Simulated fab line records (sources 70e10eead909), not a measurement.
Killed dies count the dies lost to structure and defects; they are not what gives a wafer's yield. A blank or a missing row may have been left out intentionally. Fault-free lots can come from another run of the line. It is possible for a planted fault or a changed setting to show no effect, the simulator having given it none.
fab line records	flow nand-harc
record: lots: 24	wafers: 72	last-day: 33
route steps=1302 shown A_STAIRCASE@788 A_SGD_CUT@916 A_SLIT@943
lots that met no fault: from a run of the same line without faults
start-h: hours from the record's first day to the start of the lot's first wafer shown	wait-h: time in hours since the lot's previous step	" repeats the value in the row above	L1.1+2: several wafers, shown together as one row	- either no value or no given start	* or withheld: withheld	< > ~ a bound
route shown NAME@n: NAME is a module with steps in the file, n the number in the route of the first one	usual: average and standard deviation across the fault-free wafers	same: alike in all rows	chamber/n: place in a boat	sites: each site's reading	_std_site: the standard deviation of these	_edge_site: outer sites' mean less inner sites'	radius-mm: how far each site lies from the wafer's centre	mask NAME#n: copy n	behind: tool/chamber where the wafer was last shaped	hold: why the lot was held/for how many hours/how that ended	device: the n, p or np transistor that did not switch	end of line: tests run on the same wafers once the route is complete	a step without rows: its recipe alone	killed: dies that structure and defects cost at the first sort, which is not the same as the wafer's yield	map: the dies of a wafer, with x for killed, . for not killed, _ for no die there
set.NAME: the setting that was run; set.NAME@STEP: the one run at that earlier step	model.NAME: the simulator's own value behind a step, which no gauge read
route steps across a sampled set of lots; one table per step, one row per wafer
services: the hour from which a tool's chamber was out of use, counted from the record's first day as start-h (under 0 if before that day), plus the number of hours and why
== steps ==
step: NHARC_A_STAIRCASE_ETCH_451
recipe: target-depth-a: 300	overetch-a: 30	time-s: 16.5	ion-energy-ev: 100	cf4-flow-sccm: 80	o2-flow-sccm: 20	ar-flow-sccm: 0	rf-w: 300	bias-w: 100	chemistry: CF4/O2
usual: drypump-motor-current-A: 5.7/0.44	oes_f_703_au: 0.999/0.0052	oes-product-au: 1.006/0.013	rf-vpp-V: 198.3/1.5	showerhead-plenum-p-Torr: 1.36/0.061	throttle-valve-pct: 13.396/0.0091
same: time-s: 16.5
lot.wafer	tool	chamber	start-h	wait-h	drypump-motor-current-A	oes_f_703_au	oes-product-au	rf-hours-counter-h	rf-vpp-V	showerhead-plenum-p-Torr	throttle-valve-pct
L074.3	rie-diel-02	1	-	-	6.3	1.007	1.013	47	197.5	1.34	13.402
L074.4	"	0	"	"	6.1	1.005	0.991	53	196.3	1.30	13.405
L074.5	"	2	"	"	6.1	1.000	1.016	-	194.7	1.26	13.399
L075.3	rie-diel-02	0	-	-	6.1	0.999	1.001	54	197.4	1.30	13.383
L075.4	"	1	"	"	6.2	0.989	0.999	49	197.1	1.34	13.390
L075.6	"	3	"	"	5.5	0.991	1.007	-	200.1	1.43	13.394
L076.2	rie-diel-01	3	-	-	5.6	1.005	1.015	3	199.1	1.42	13.409
L076.1	"	0	"	"	4.7	0.999	1.007	3	197.1	1.34	13.395
L076.5	"	3	"	"	5.6	0.995	1.005	-	199.3	1.42	13.390
L078.3	rie-diel-10	3	-	-	5.9	1.006	1.014	50	197.7	1.38	13.400
L078.1	"	1	"	"	5.7	0.999	1.027	60	198.4	1.34	13.391
L078.6	"	1	"	"	5.7	0.997	1.025	-	197.9	1.34	13.378
L077.2	rie-diel-01	3	-	-	5.6	1.007	1.001	6	201.0	1.42	13.407
L077.3	"	0	"	"	4.7	1.003	1.003	7	198.2	1.34	13.406
L077.4	"	2	"	"	5.8	1.007	0.996	5	199.1	1.43	13.403
L079.3	rie-diel-01	2	-	-	5.8	1.000	1.000	11	200.6	1.43	13.401
L079.1	"	0	"	"	4.7	0.996	1.001	11	197.5	1.34	13.371
L079.4	"	1	"	"	6.1	0.982	1.001	11	197.3	1.31	13.394
L080.2	rie-diel-01	1	-	-	6.1	0.996	1.000	12	198.3	1.31	13.386
L080.1	"	2	"	"	5.9	0.994	0.996	12	199.1	1.43	13.402
L080.4	"	3	"	"	5.6	0.992	1.010	-	199.3	1.42	13.403
L081.3	rie-diel-02	3	-	-	5.5	1.003	1.003	15	199.6	1.43	13.409
L081.2	"	2	"	"	6.1	1.001	1.006	15	196.2	1.26	13.399
L081.6	"	0	"	"	6.1	1.003	1.024	-	196.5	1.30	13.390
L083.4	rie-diel-02	1	-	-	6.2	0.999	1.026	14	197.9	1.34	13.408
L083.3	"	2	"	"	6.1	1.001	1.015	18	196.2	1.26	13.407
L083.6	"	0	"	"	6.1	0.996	1.014	-	197.1	1.30	13.407
L082.3	rie-diel-01	0	-	-	4.7	0.989	1.016	23	197.3	1.33	13.397
L082.2	"	1	"	"	6.1	1.000	0.999	24	197.4	1.31	13.395
L082.5	"	1	"	"	6.1	1.004	1.001	-	196.7	1.31	13.415
L084.2	rie-diel-10	3	-	-	5.9	0.998	1.007	13	198.4	1.37	13.397
L084.3	"	1	"	"	5.7	0.995	1.030	8	198.8	1.34	13.395
L084.5	"	0	"	"	5.4	1.007	0.999	-	199.8	1.43	13.395
L085.2	rie-diel-01	1	-	-	6.1	0.996	0.998	31	196.9	1.31	13.404
L085.5	"	3	"	"	5.6	0.995	0.994	-	200.1	1.42	13.381
L085.6	"	0	"	"	4.7	0.998	1.027	-	198.9	1.33	13.411
L086.1	rie-diel-02	3	-	-	5.5	0.996	0.977	30	198.9	1.43	13.395
L086.2	"	0	"	"	6.1	1.006	1.004	28	196.5	1.29	13.406
L086.6	"	0	"	"	6.1	0.997	1.003	-	196.8	1.29	13.407
L087.1	rie-diel-02	3	-	-	5.6	1.003	0.985	31	199.5	1.43	13.402
L087.4	"	0	"	"	6.1	1.002	1.004	29	197.6	1.29	13.412
L087.5	"	3	"	"	5.5	1.002	0.978	-	200.0	1.43	13.387
L089.4	rie-diel-01	1	-	-	6.1	0.989	0.992	40	199.3	1.31	13.416
L089.6	"	1	"	"	6.1	1.004	0.991	-	196.3	1.31	13.388
L089.5	"	2	"	"	5.8	0.996	0.988	-	200.7	1.42	13.399
L088.3	rie-diel-01	2	-	-	5.9	0.995	1.004	46	201.0	1.42	13.400
L088.2	"	0	"	"	4.7	1.004	1.021	39	197.2	1.33	13.402
L088.6	"	2	"	"	5.8	0.998	1.003	-	199.2	1.42	13.395
L091.1	rie-diel-10	2	-	-	5.4	1.006	1.018	30	198.1	1.44	13.389
L091.5	"	1	"	"	5.7	0.997	1.015	-	196.6	1.33	13.397
L091.6	"	2	"	"	5.4	0.998	1.020	-	199.0	1.44	13.377
L090.3	rie-diel-01	0	-	-	4.8	1.001	1.007	46	199.4	1.33	13.388
L090.1	"	1	"	"	6.0	0.997	0.989	48	196.7	1.31	13.416
L090.5	"	0	"	"	4.7	1.008	1.008	-	196.8	1.33	13.382
L092.2	rie-diel-02	1	-	-	6.2	0.998	1.011	49	196.5	1.33	13.396
L092.5	"	2	"	"	6.1	0.997	1.002	-	195.3	1.25	13.420
L092.6	"	3	"	"	5.5	1.010	0.971	-	198.9	1.42	13.395
L093.1	rie-diel-10	1	-	-	5.7	0.998	1.026	31	198.0	1.33	13.385
L093.2	"	0	"	"	5.4	1.000	0.996	39	200.9	1.42	13.392
L093.5	"	1	"	"	5.7	0.995	1.027	-	198.7	1.33	13.393
L094.2	rie-diel-01	3	-	-	5.7	0.997	1.001	7	199.6	1.41	13.407
L094.6	"	2	"	"	5.8	1.005	0.978	-	200.2	1.42	13.400
L094.5	"	3	"	"	5.6	0.992	1.007	-	200.1	1.41	13.388
L095.1	rie-diel-01	0	-	-	4.7	1.001	1.007	6	197.0	1.32	13.381
L095.2	"	1	"	"	6.1	0.994	1.013	6	198.4	1.30	13.389
L095.4	"	3	"	"	5.6	1.006	1.001	9	198.5	1.41	13.401
L096.4	rie-diel-02	2	-	-	6.1	1.003	1.018	6	196.8	1.25	13.389
L096.2	"	1	"	"	6.3	0.989	0.992	6	197.0	1.33	13.405
L096.6	"	2	"	"	6.1	1.002	1.017	-	196.3	1.25	13.403
L097.3	rie-diel-01	3	-	-	5.6	0.995	1.007	13	199.6	1.41	13.405
L097.4	"	0	"	"	4.7	1.007	0.995	11	197.5	1.32	13.401
L097.5	"	2	"	"	5.8	1.003	0.989	-	199.8	1.42	13.380
step: NHARC_A_STAIRCASE_STRIP_295
recipe: o2-flow-sccm: 500	ar-flow-sccm: 0	bias-w: 0	chemistry: O2
usual: drypump-motor-current-A: 5.8/0.38	oes-product-au: 1.006/0.012	rf-vpp-V: 58.0/0.96	showerhead-plenum-p-Torr: 3.60/0.16	throttle-valve-pct: 17.037/0.0085
lot.wafer	tool	chamber	start-h	wait-h	drypump-motor-current-A	oes-product-au	rf-hours-counter-h	rf-vpp-V	showerhead-plenum-p-Torr	throttle-valve-pct
L074.4	rie-diel-02	0	-	-	6.2	0.997	57	58.3	3.44	17.032
L074.3	"	1	"	"	6.2	1.009	51	57.9	3.54	17.048
L074.5	"	1	"	"	6.2	1.003	-	58.1	3.54	17.026
L075.3	rie-diel-02	3	-	-	5.6	0.999	52	56.0	3.78	17.047
L075.4	"	2	"	"	6.1	1.026	-	58.2	3.34	17.032
L075.6	"	1	"	"	6.2	1.003	-	58.6	3.54	17.046
L076.1	rie-diel-01	1	-	-	6.1	1.005	5	57.6	3.47	17.035
L076.2	"	2	"	"	5.9	1.011	4	57.8	3.77	17.024
L076.5	"	1	"	"	6.1	1.011	-	59.7	3.47	17.030
L078.1	rie-diel-10	1	-	-	5.7	1.015	63	55.6	3.54	17.036
L078.3	"	2	"	"	5.4	1.012	49	58.2	3.28	17.030
L078.6	"	0	"	"	5.5	1.004	-	58.2	3.78	17.035
L077.3	rie-diel-02	3	-	-	5.5	1.002	9	59.2	3.77	17.023
L077.2	"	0	"	"	6.1	1.013	5	58.8	3.43	17.048
L077.4	"	1	"	"	6.2	1.012	5	57.4	3.54	17.027
L079.1	rie-diel-10	1	-	-	5.8	1.024	1	57.9	3.54	17.036
L079.3	"	2	"	"	5.4	1.029	1	59.7	3.81	17.036
L079.4	"	0	"	"	5.5	1.012	-	58.7	3.78	17.045
L080.2	rie-diel-02	2	-	-	6.1	1.005	15	56.4	3.33	17.044
L080.1	"	3	"	"	5.6	1.006	15	58.2	3.77	17.029
L080.4	"	0	"	"	6.1	1.011	11	58.3	3.43	17.044
L081.3	rie-diel-02	3	-	-	5.5	0.991	19	58.2	3.77	17.046
L081.2	"	1	"	"	6.2	1.013	14	57.5	3.53	17.029
L081.6	"	3	"	"	5.5	0.988	-	58.9	3.77	17.039
L083.4	rie-diel-02	3	-	-	5.5	0.993	22	57.7	3.76	17.033
L083.3	"	0	"	"	6.2	1.010	18	57.1	3.43	17.043
L083.6	"	2	"	"	6.1	1.011	-	56.3	3.33	17.037
L082.3	rie-diel-10	0	-	-	5.4	1.010	12	58.6	3.77	17.040
L082.2	"	2	"	"	5.4	1.020	9	56.8	3.80	17.038
L082.5	"	0	"	"	5.5	0.997	-	57.6	3.77	17.037
L084.2	rie-diel-01	2	-	-	5.9	1.002	33	58.3	3.76	17.028
L084.3	"	3	"	"	5.7	1.004	33	60.1	3.73	17.026
L084.5	"	3	"	"	5.7	1.000	-	59.1	3.73	17.054
L085.2	rie-diel-10	3	-	-	6.0	0.997	17	58.2	3.62	17.044
L085.6	"	2	"	"	5.4	1.033	-	57.6	3.80	17.028
L085.5	"	3	"	"	6.0	1.000	-	56.9	3.62	17.047
L086.1	rie-diel-02	2	-	-	6.1	1.005	34	57.7	3.32	17.025
L086.2	"	0	"	"	6.1	1.014	31	57.3	3.42	17.039
L086.6	"	2	"	"	6.1	1.009	-	57.6	3.32	17.042
L087.1	rie-diel-10	1	-	-	5.7	1.019	16	58.0	3.53	17.041
L087.5	"	1	"	"	5.7	1.011	-	57.9	3.53	17.039
L087.4	"	3	"	"	5.9	0.991	-	58.8	3.62	17.037
L089.4	rie-diel-10	1	-	-	5.8	1.019	23	58.4	3.53	17.034
L089.6	"	3	"	"	5.9	0.988	-	58.2	3.62	17.044
L089.5	"	0	"	"	5.5	1.009	-	57.9	3.76	17.032
L088.2	rie-diel-01	3	-	-	5.7	1.007	50	59.7	3.72	17.036
L088.3	"	0	"	"	4.7	1.025	42	58.1	3.51	17.046
L088.6	"	1	"	"	6.1	0.999	-	58.3	3.45	17.029
L091.1	rie-diel-01	2	-	-	5.8	0.996	58	59.4	3.74	17.031
L091.6	"	1	"	"	6.1	1.011	-	58.3	3.45	17.032
L091.5	"	2	"	"	5.9	0.994	-	58.8	3.74	17.037
L090.1	rie-diel-01	1	-	-	6.1	0.994	52	57.7	3.45	17.037
L090.3	"	3	"	"	5.6	0.991	61	58.4	3.72	17.026
L090.5	"	1	"	"	6.1	0.996	-	57.0	3.45	17.038
L092.2	rie-diel-10	1	-	-	5.7	1.005	36	59.0	3.52	17.028
L092.5	"	1	"	"	5.8	1.039	-	58.7	3.52	17.044
L092.6	"	2	"	"	5.4	1.012	-	59.9	3.78	17.032
L093.2	rie-diel-10	1	-	-	5.8	1.031	38	58.3	3.52	17.050
L093.1	"	2	"	"	5.4	1.018	41	57.1	3.78	17.030
L093.5	"	1	"	"	5.8	1.023	-	57.4	3.52	17.035
L094.2	rie-diel-10	1	-	-	5.8	1.016	45	57.0	3.52	17.037
L094.6	"	1	"	"	5.8	1.010	-	58.0	3.52	17.035
L094.5	"	2	"	"	5.4	1.000	-	60.1	3.78	17.040
L095.2	rie-diel-01	1	-	-	6.0	1.011	12	57.6	3.44	17.036
L095.1	"	2	"	"	5.8	0.985	14	56.5	3.73	17.044
L095.4	"	3	"	"	5.6	0.994	13	57.5	3.71	17.042
L096.2	rie-diel-02	3	-	-	5.6	0.989	7	60.4	3.74	17.021
L096.4	"	0	"	"	6.1	1.007	7	57.7	3.40	17.033
L096.6	"	3	"	"	5.5	0.982	-	58.7	3.74	17.025
L097.4	rie-diel-01	0	-	-	4.7	1.006	14	57.0	3.50	17.020
L097.3	"	2	"	"	5.9	0.992	16	56.2	3.73	17.034
L097.5	"	3	"	"	5.6	1.007	-	58.1	3.71	17.037
step: NHARC_A_STAIRCASE_HM_DEP_462
recipe: target-thk-a: 8000	temp-c: 400	material: aC
usual: throttle-valve-pct: 35.001/0.0096
lot.wafer	tool	chamber	start-h	wait-h	throttle-valve-pct
L074.3	acl-dep-01	0	388.52	0.9	35.009
L074.4	"	0	"	"	34.984
L074.5	"	0	"	"	35.008
L075.3	acl-dep-03	0	395.02	3.1	35.007
L075.4	"	0	"	"	35.008
L075.6	"	0	"	"	35.017
L076.1	acl-dep-01	0	406.97	0.8	35.012
L076.2	"	0	"	"	34.985
L076.5	"	0	"	"	34.988
L078.1	acl-dep-03	0	415.24	0.1	34.996
L078.3	"	0	"	"	34.994
L078.6	"	0	"	"	35.009
L077.2	acl-dep-03	0	418.66	1.3	34.978
L077.3	"	0	"	"	35.011
L077.4	"	0	"	"	35.016
L079.1	acl-dep-01	0	439.93	4.0	34.999
L079.3	"	0	"	"	34.984
L079.4	"	0	"	"	35.004
L080.1	acl-dep-01	0	444.98	0.6	34.993
L080.2	"	0	"	"	34.998
L080.4	"	0	"	"	35.002
L081.2	acl-dep-03	0	453.00	0.4	35.008
L081.3	"	0	"	"	34.994
L081.6	"	0	"	"	34.998
L083.3	acl-dep-02	0	465.79	2.6	35.006
L083.4	"	0	"	"	34.987
L083.6	"	0	"	"	35.011
L082.2	acl-dep-02	0	469.50	0.4	35.001
L082.3	"	0	"	"	34.999
L082.5	"	0	"	"	35.004
L084.2	acl-dep-01	0	484.77	0.9	34.996
L084.3	"	0	"	"	34.996
L084.5	"	0	"	"	34.992
L085.2	acl-dep-02	0	492.02	0.4	34.988
L085.5	"	0	"	"	35.002
L085.6	"	0	"	"	35.011
L086.1	acl-dep-01	0	501.94	0.1	34.986
L086.2	"	0	"	"	34.998
L086.6	"	0	503.50	1.6	34.995
L087.1	acl-dep-03	0	503.97	0.1	35.003
L087.4	"	0	"	"	35.010
L087.5	"	0	"	"	35.003
L089.4	acl-dep-02	0	525.23	3.7	35.001
L089.5	"	0	"	"	35.016
L089.6	"	0	"	"	34.995
L088.2	acl-dep-03	0	529.50	0.4	34.990
L088.3	"	0	"	"	35.002
L088.6	"	0	"	"	34.991
L091.1	acl-dep-01	0	545.94	0.1	35.005
L091.5	"	0	547.16	1.3	35.020
L091.6	"	0	"	"	34.992
L090.1	acl-dep-02	0	552.05	3.3	34.999
L090.3	"	0	"	"	34.997
L090.5	"	0	"	"	35.004
L092.2	acl-dep-01	0	573.57	4.0	34.988
L092.5	"	0	"	"	35.021
L092.6	"	0	"	"	34.984
L093.1	acl-dep-02	0	574.45	2.4	35.001
L093.2	"	0	"	"	35.012
L093.5	"	0	"	"	34.996
L094.2	acl-dep-03	0	594.93	0.4	34.991
L094.5	"	0	"	"	34.992
L094.6	"	0	"	"	34.984
L095.1	acl-dep-02	0	596.46	0.1	35.007
L095.2	"	0	"	"	35.004
L095.4	"	0	"	"	34.999
L096.2	acl-dep-01	0	604.16	0.7	35.017
L096.4	"	0	"	"	34.997
L096.6	"	0	"	"	35.008
L097.3	acl-dep-02	0	604.64	0.7	34.989
L097.4	"	0	"	"	35.009
L097.5	"	0	"	"	35.002
step: NHARC_A_STAIRCASE_CMP_152
usual: motor-current-A: 12.8/1.6
lot.wafer	tool	chamber	start-h	wait-h	motor-current-A
L074.3	cmp-03	2	444.57	0.1	11.6
L074.4	"	0	"	"	10.1
L074.5	"	2	"	"	11.2
L075.3	cmp-01	0	450.92	0.1	13.3
L075.4	"	2	"	"	13.0
L075.6	"	0	"	"	13.2
L076.2	cmp-01	3	458.81	0.1	14.7
L076.1	"	1	"	"	15.8
L076.5	"	3	"	"	14.5
L077.4	cmp-03	2	470.65	0.1	11.7
L077.3	"	3	"	"	13.4
L077.2	"	1	"	"	11.7
L078.3	cmp-01	1	470.81	0.1	16.0
L078.1	"	3	"	"	14.2
L078.6	"	1	"	"	15.1
L079.3	cmp-01	2	493.75	0.1	12.9
L079.4	"	3	"	"	13.6
L079.1	"	0	"	"	13.5
L080.4	cmp-01	3	495.59	0.1	14.4
L080.1	"	0	"	"	13.5
L080.2	"	1	"	"	15.5
L081.2	cmp-03	0	501.13	0.1	11.1
L081.3	"	2	"	"	11.4
L081.6	"	1	"	"	12.0
L082.2	cmp-03	1	518.74	0.1	12.4
L082.3	"	3	"	"	13.7
L082.5	"	2	"	"	10.5
L083.3	cmp-02	0	518.89	0.1	11.2
L083.4	"	3	"	"	11.6
L083.6	"	0	"	"	11.1
L085.2	cmp-01	2	535.94	0.1	14.0
L085.5	"	0	"	"	13.3
L085.6	"	1	"	"	15.6
L084.2	cmp-03	0	536.21	0.1	10.9
L084.3	"	3	"	"	13.9
L084.5	"	1	"	"	11.8
L087.1	cmp-03	1	549.80	0.1	11.3
L087.4	"	2	"	"	10.4
L087.5	"	2	"	"	10.9
L086.2	cmp-02	3	549.83	0.1	11.0
L086.1	"	1	"	"	13.8
L086.6	"	2	"	"	11.5
L089.4	cmp-01	1	573.20	0.1	15.2
L089.6	"	2	"	"	13.7
L089.5	"	3	"	"	14.4
L088.3	cmp-02	0	573.31	0.1	11.1
L088.2	"	2	"	"	10.6
L088.6	"	0	"	"	11.5
L091.1	cmp-02	3	595.68	0.1	11.7
L091.5	"	3	"	"	11.5
L091.6	"	0	"	"	11.8
L090.3	cmp-01	1	600.63	0.1	15.7
L090.1	"	0	"	"	13.2
L090.5	"	2	"	"	13.3
L093.2	cmp-02	2	622.50	0.1	12.0
L093.1	"	3	"	"	11.3
L093.5	"	1	"	"	12.8
L092.2	cmp-03	0	622.56	0.1	10.9
L092.5	"	1	"	"	12.3
L092.6	"	2	"	"	11.3
L095.2	cmp-01	3	644.07	0.1	13.8
L095.1	"	0	"	"	13.7
L095.4	"	1	"	"	16.0
L094.2	cmp-02	1	645.25	0.1	14.3
L094.5	"	3	"	"	11.5
L094.6	"	0	"	"	11.1
L096.4	cmp-01	0	653.48	0.1	13.2
L096.2	"	1	"	"	15.8
L096.6	"	3	"	"	14.6
L097.3	cmp-02	2	653.59	0.1	11.1
L097.4	"	3	"	"	11.5
L097.5	"	2	"	"	11.9
step: NHARC_A_SGD_CUT_THK_MEAS_22
recipe: thk-meas-gauge: ellipsometry
usual: thk-nm: 148.3/1.6
lot.wafer	tool	chamber	start-h	wait-h	thk-nm
L074.3	film-metro-01	-	453.53	0.2	148.7
L074.4	"	-	"	"	147.7
L074.5	"	-	"	"	147.0
L075.3	film-metro-01	-	460.17	0.2	148.0
L075.4	"	-	"	"	148.8
L075.6	"	-	"	"	147.0
L076.1	film-metro-02	-	467.56	0.2	147.6
L076.2	"	-	"	"	145.2
L076.5	"	-	"	"	150.1
L077.2	film-metro-02	-	479.72	0.2	150.6
L077.3	"	-	"	"	150.4
L077.4	"	-	"	"	148.8
L078.1	film-metro-01	-	479.72	0.2	148.5
L078.3	"	-	"	"	148.1
L078.6	"	-	"	"	149.3
L079.1	film-metro-01	-	502.60	0.2	146.3
L079.3	"	-	"	"	148.1
L079.4	"	-	"	"	147.5
L080.1	film-metro-02	-	502.61	0.2	148.6
L080.2	"	-	"	"	149.7
L080.4	"	-	"	"	148.6
L081.2	film-metro-01	-	510.13	0.2	148.4
L081.3	"	-	"	"	147.3
L081.6	"	-	"	"	147.6
L082.2	film-metro-02	-	528.47	0.2	150.2
L082.3	"	-	"	"	148.2
L082.5	"	-	"	"	146.5
L083.3	film-metro-02	-	528.47	0.2	147.0
L083.4	"	-	"	"	148.1
L083.6	"	-	"	"	148.1
L085.2	film-metro-02	-	545.11	0.2	146.3
L085.5	"	-	"	"	148.7
L085.6	"	-	"	"	148.9
L084.2	film-metro-01	-	545.11	0.2	148.9
L084.3	"	-	"	"	149.1
L084.5	"	-	"	"	148.4
L087.1	film-metro-01	-	558.39	0.2	148.4
L087.4	"	-	"	"	146.1
L087.5	"	-	"	"	147.7
L086.1	film-metro-02	-	558.41	0.2	149.0
L086.2	"	-	"	"	147.4
L086.6	"	-	"	"	151.0
L088.2	film-metro-02	-	582.96	0.2	148.3
L088.3	"	-	"	"	150.2
L088.6	"	-	"	"	147.3
L089.4	film-metro-01	-	582.97	0.2	149.3
L089.5	"	-	"	"	149.2
L089.6	"	-	"	"	152.9
L091.1	film-metro-02	-	606.78	0.2	147.4
L091.5	"	-	"	"	149.3
L091.6	"	-	"	"	145.6
L090.1	film-metro-01	-	606.78	0.2	147.3
L090.3	"	-	"	"	150.4
L090.5	"	-	"	"	145.3
L093.1	film-metro-02	-	631.28	0.2	150.5
L093.2	"	-	"	"	148.9
L093.5	"	-	"	"	147.1
L092.2	film-metro-01	-	631.28	0.2	144.8
L092.5	"	-	"	"	146.8
L092.6	"	-	"	"	146.1
L095.1	film-metro-02	-	653.45	0.2	146.7
L095.2	"	-	"	"	150.7
L095.4	"	-	"	"	148.0
L094.2	film-metro-02	-	653.61	0.2	149.1
L094.5	"	-	"	"	150.1
L094.6	"	-	"	"	149.9
L096.2	film-metro-01	-	666.00	0.2	147.5
L096.4	"	-	"	"	149.9
L096.6	"	-	"	"	147.4
L097.3	film-metro-02	-	666.00	0.2	147.6
L097.4	"	-	"	"	147.9
L097.5	"	-	"	"	146.3
step: NHARC_A_SLIT_STRIP_18
recipe: o2-flow-sccm: 500	ar-flow-sccm: 0	bias-w: 0	chemistry: O2
usual: drypump-motor-current-A: 6.0/0.47	oes-product-au: 0.995/0.012	rf-vpp-V: 57.6/0.95	showerhead-plenum-p-Torr: 3.49/0.13	throttle-valve-pct: 17.035/0.0089
lot.wafer	tool	chamber	start-h	wait-h	drypump-motor-current-A	oes-product-au	rf-hours-counter-h	rf-vpp-V	showerhead-plenum-p-Torr	throttle-valve-pct
L074.4	rie-diel-08	2	-	-	5.2	0.990	6	57.4	3.54	17.049
L074.3	"	3	"	"	5.7	1.005	6	58.2	3.34	17.032
L074.5	"	1	"	"	5.8	0.997	-	58.1	3.41	17.048
L075.3	rie-diel-06	2	-	-	6.7	1.010	10	57.5	3.42	17.035
L075.4	"	0	"	"	6.4	0.981	-	56.3	3.34	17.021
L075.6	"	2	"	"	6.7	1.017	-	56.8	3.42	17.055
L076.1	rie-diel-08	1	-	-	5.7	0.998	5	58.2	3.41	17.038
L076.2	"	3	"	"	5.7	0.998	8	57.0	3.34	17.033
L076.5	"	0	"	"	6.1	1.007	-	57.9	3.70	17.062
L078.1	rie-diel-08	3	-	-	5.7	0.996	9	56.4	3.34	17.034
L078.3	"	0	"	"	6.1	1.012	8	56.6	3.70	17.031
L078.6	"	2	"	"	5.2	1.011	-	58.2	3.54	17.042
L077.3	rie-diel-13	3	-	-	5.7	0.978	10	56.9	3.50	17.033
L077.4	"	1	"	"	6.0	0.990	9	59.6	3.73	17.026
L077.2	"	2	"	"	5.9	1.001	11	57.4	3.43	17.032
L080.4	rie-diel-06	3	-	-	6.6	1.007	1	58.9	3.54	17.035
L080.1	"	0	"	"	6.4	0.970	1	56.7	3.33	17.025
L080.2	"	1	"	"	5.5	0.985	2	59.3	3.32	17.033
L079.4	rie-diel-08	1	-	-	5.7	0.986	8	57.9	3.41	17.040
L079.3	"	2	"	"	5.2	0.993	10	58.2	3.54	17.022
L079.1	"	0	"	"	6.1	0.993	10	56.5	3.70	17.050
L081.3	rie-diel-08	1	-	-	5.7	0.998	8	57.1	3.41	17.035
L081.2	"	2	"	"	5.2	1.001	10	56.5	3.54	17.036
L081.6	"	1	"	"	5.7	1.000	-	56.3	3.41	17.037
L082.3	rie-diel-08	2	-	-	5.2	1.004	10	58.3	3.54	17.050
L082.2	"	3	"	"	5.6	0.988	11	57.1	3.34	17.053
L082.5	"	2	"	"	5.2	1.003	-	59.2	3.54	17.033
L083.4	rie-diel-06	1	-	-	5.5	0.981	3	57.8	3.32	17.038
L083.3	"	2	"	"	6.7	0.984	3	56.4	3.42	17.032
L083.6	"	3	"	"	6.6	0.982	-	57.1	3.54	17.031
L085.2	rie-diel-06	2	-	-	6.7	0.992	5	58.0	3.42	17.052
L085.5	"	1	"	"	5.5	0.979	-	57.7	3.32	17.014
L085.6	"	2	"	"	6.7	0.998	-	57.2	3.42	17.037
L084.2	rie-diel-08	0	-	-	6.1	0.987	0	56.5	3.70	17.043
L084.3	"	2	"	"	5.2	0.984	0	56.9	3.54	17.033
L084.5	"	1	"	"	5.8	0.996	-	56.5	3.41	17.030
L087.4	rie-diel-13	3	-	-	5.7	0.984	3	57.4	3.50	17.024
L087.1	"	0	"	"	6.5	0.984	3	57.5	3.66	17.031
L087.5	"	1	"	"	6.0	1.010	-	58.4	3.73	17.042
L086.1	rie-diel-06	0	-	-	6.4	0.981	3	58.0	3.33	17.023
L086.2	"	2	"	"	6.7	0.992	5	56.4	3.42	17.038
L086.6	"	3	"	"	6.7	1.004	-	57.7	3.54	17.048
L089.4	rie-diel-08	0	-	-	6.1	0.998	3	57.9	3.70	17.023
L089.6	"	2	"	"	5.2	0.991	-	57.9	3.54	17.039
L089.5	"	3	"	"	5.6	0.986	-	57.1	3.34	17.026
L088.3	rie-diel-06	3	-	-	6.7	0.998	6	59.1	3.54	17.034
L088.2	"	2	"	"	6.7	1.006	6	58.0	3.42	17.037
L088.6	"	3	"	"	6.7	0.988	-	58.6	3.54	17.046
L090.1	rie-diel-06	0	-	-	6.4	0.971	6	55.6	3.33	17.027
L090.3	"	1	"	"	5.5	0.991	7	57.9	3.32	17.043
L090.5	"	0	"	"	6.5	0.968	-	57.0	3.33	17.043
L091.1	rie-diel-13	0	-	-	6.5	1.009	4	57.1	3.66	17.050
L091.5	"	2	"	"	5.9	1.010	-	57.6	3.43	17.045
L091.6	"	3	"	"	5.7	0.978	-	58.9	3.50	17.031
L092.2	rie-diel-13	0	-	-	6.5	1.014	5	58.0	3.66	17.038
L092.6	"	2	"	"	5.9	1.019	-	57.4	3.43	17.053
L092.5	"	3	"	"	5.7	0.993	-	57.9	3.50	17.037
L093.1	rie-diel-13	1	-	-	6.0	1.016	5	57.2	3.73	17.019
L093.2	"	3	"	"	5.7	0.981	6	58.2	3.50	17.038
L093.5	"	0	"	"	6.5	1.002	-	58.4	3.66	17.042
L094.2	rie-diel-13	3	-	-	5.7	0.988	7	56.9	3.50	17.030
L094.5	"	3	"	"	5.7	0.991	-	57.0	3.50	17.048
L094.6	"	0	"	"	6.5	1.004	-	56.5	3.66	17.039
L095.4	rie-diel-08	3	-	-	5.6	0.979	9	56.3	3.34	17.019
L095.2	"	0	"	"	6.1	1.008	8	58.8	3.70	17.037
L095.1	"	1	"	"	5.7	1.005	7	58.7	3.41	17.040
L096.4	rie-diel-08	1	-	-	5.7	1.004	8	57.0	3.41	17.046
L096.2	"	2	"	"	5.2	0.984	9	56.7	3.53	17.031
L096.6	"	0	"	"	6.1	1.004	-	57.2	3.69	17.048
L097.3	rie-diel-06	1	-	-	5.5	0.990	0	56.5	3.32	17.030
L097.4	"	2	"	"	6.7	0.999	0	56.2	3.42	17.032
L097.5	"	0	"	"	6.5	1.005	-	56.8	3.33	17.046
== services ==
tool	chamber	start-h	hours	kind
cmp-01	-	365.73	2.7	repair
rie-diel-08	-	367.80	9.0	pm
rie-diel-10	0	368.82	15.9	repair
cmp-01	-	370.35	2.1	repair
rie-diel-01	-	380.96	9.0	pm
cmp-01	-	383.18	4.0	pm
rie-diel-02	-	393.71	9.0	pm
rie-diel-10	0	405.13	4.4	repair
rie-diel-08	1	411.95	7.0	repair
rie-diel-10	-	422.96	9.0	pm
rie-diel-01	0	429.08	2.5	repair
rie-diel-10	1	463.91	12.3	repair
rie-diel-10	0	498.78	5.2	repair
rie-diel-02	0	511.33	1.3	repair
rie-diel-10	0	539.17	2.1	repair
rie-diel-02	1	551.20	4.7	repair
rie-diel-01	-	557.96	9.0	pm
rie-diel-02	-	570.74	9.0	pm
rie-diel-10	0	593.91	3.1	repair
rie-diel-10	-	599.96	9.0	pm
rie-diel-10	3	622.77	5.5	repair
rie-diel-01	3	636.36	2.6	repair
rie-diel-02	-	661.03	0.6	repair
rie-diel-01	3	676.46	1.4	repair
== key ==
fault none
